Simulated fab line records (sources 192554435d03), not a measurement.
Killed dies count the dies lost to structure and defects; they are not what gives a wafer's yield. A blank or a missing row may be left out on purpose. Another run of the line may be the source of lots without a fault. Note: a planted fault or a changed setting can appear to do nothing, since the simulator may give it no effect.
Matching of chambers    flow n5_finfet    cmp-02 running N5_PMOS_HMC_CHANNEL_EPI_CMP_21: 4 sister chambers
The step polishes SiGe30, target thk 54 nm. 8 wafers are shown with their chamber, then 12 later ones without.

WAFERS, EACH WITH ITS CHAMBER
wafer   chamber  motor_current_A (A)  edge_zone_pressure_frac
L080.3  1        12.7                 0.999
L082.3  1        12.9                 0.994
L085.1  2        13.5                 1.000
L085.4  0        12.2                 0.993
L085.5  3        10.3                 0.998
L087.1  3        10.2                 0.991
L087.2  2        14.0                 0.993
L087.4  0        12.2                 1.003

WAFERS WITH NO CHAMBER GIVEN
wafer   motor_current_A (A)  edge_zone_pressure_frac
L089.1  12.7                 1.005
L089.4  10.0                 1.006
L089.6  10.1                 1.000
L090.1  12.3                 1.005
L090.3  10.6                 1.007
L090.5  10.1                 0.998
L091.2  14.4                 1.006
L091.4  12.0                 1.005
L091.6  11.7                 0.992
L097.3  13.7                 1.003
L097.5  11.8                 1.001
L097.6  10.2                 1.007

THE CHAMBER EACH PASSED THROUGH
wafer   from the rows above      in truth
L089.1  can't be placed: 1 or 0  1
L089.4  3                        3
L089.6  3                        3
L090.1  can't be placed: 0 or 1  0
L090.3  3                        3
L090.5  3                        3
L091.2  2                        2
L091.4  0                        0
L091.6  0                        0
L097.3  2                        2
L097.5  0                        0
L097.6  3                        3
10 of 12 placed correctly. These rows do not allow placing 2 (true chamber among the candidates in 2). 0 placed wrongly.
How it was worked out, from the rows above alone: a wafer's distance from a chamber is the root of the sum, over the readings, of the square of ((its reading less the chamber's mean) divided by the reading's scatter). If the next closest chamber is less than 2 further off than the closest, the wafer can't be placed; otherwise it belongs to the closest. A chamber's mean is the mean of its shown wafers. How the scatter is found: for the shown wafers, subtract from each reading the mean of its chamber, square and add these, divide the total by (wafers less chambers), then take the root.
